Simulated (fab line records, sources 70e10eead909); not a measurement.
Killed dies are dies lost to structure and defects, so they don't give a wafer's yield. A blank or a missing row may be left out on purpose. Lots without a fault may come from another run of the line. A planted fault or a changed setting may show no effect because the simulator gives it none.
Chamber matching | flow nand_harc | NHARC_A_STAIRCASE_CMP_472 on cmp-01: 4 sister chambers
The step polishes SiO2. 16 wafers are shown with their chamber, then 8 later ones without.

WAFERS WITH THEIR CHAMBER
wafer  | chamber | motor_current_A (A)
L077.1 | 3       | 12.4
L077.3 | 0       | 12.8
L077.5 | 2       | 12.1
L084.1 | 1       | 12.0
L084.2 | 3       | 13.3
L084.3 | 0       | 13.2
L090.1 | 3       | 13.1
L090.5 | 3       | 12.7
L090.6 | 2       | 12.5
L088.1 | 2       | 11.6
L088.5 | 0       | 13.0
L088.6 | 3       | 12.6
L091.1 | 1       | 12.4
L091.4 | 2       | 12.0
L091.5 | 0       | 13.6
L093.2 | 2       | 11.0

SIGNATURES (means of the wafers above)
reading         | chamber 0 | chamber 1 | chamber 2 | chamber 3 | scatter within a chamber
motor_current_A | 13.150    | 12.200    | 11.840    | 12.820    | 0.435
Rule: a wafer's distance from a chamber is the root of the sum, over the readings, of the square of ((its reading less the chamber's mean) divided by the reading's scatter). The wafer belongs to the nearest chamber; if the next one is less than 2 further off, it can't be placed. The scatter: the root of (the sum of the squares of (reading less its chamber's mean) over the shown wafers, divided by (wafers less chambers)).

WAFERS WITHOUT THEIR CHAMBER
wafer  | motor_current_A (A)
L093.3 | 11.5
L093.6 | 11.5
L095.2 | 11.8
L095.3 | 11.5
L095.6 | 12.4
L095.1 | 12.6
L095.4 | 12.9
L095.5 | 12.0

WHICH CHAMBER EACH WENT THROUGH
wafer  | from the rows above               | in truth
L093.3 | can't be placed: 2 or 1           | 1
L093.6 | can't be placed: 2 or 1           | 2
L095.2 | can't be placed: 2 or 1           | 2
L095.3 | can't be placed: 2 or 1           | 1
L095.6 | can't be placed: 1 or 3 or 2 or 0 | 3
L095.1 | can't be placed: 3 or 1 or 0 or 2 | 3
L095.4 | can't be placed: 3 or 0 or 1      | 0
L095.5 | can't be placed: 2 or 1 or 3      | 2
Placed correctly: 0 of 8. Can't be placed from these rows: 8 (the true chamber is among the candidates in 8). Placed wrongly: 0.
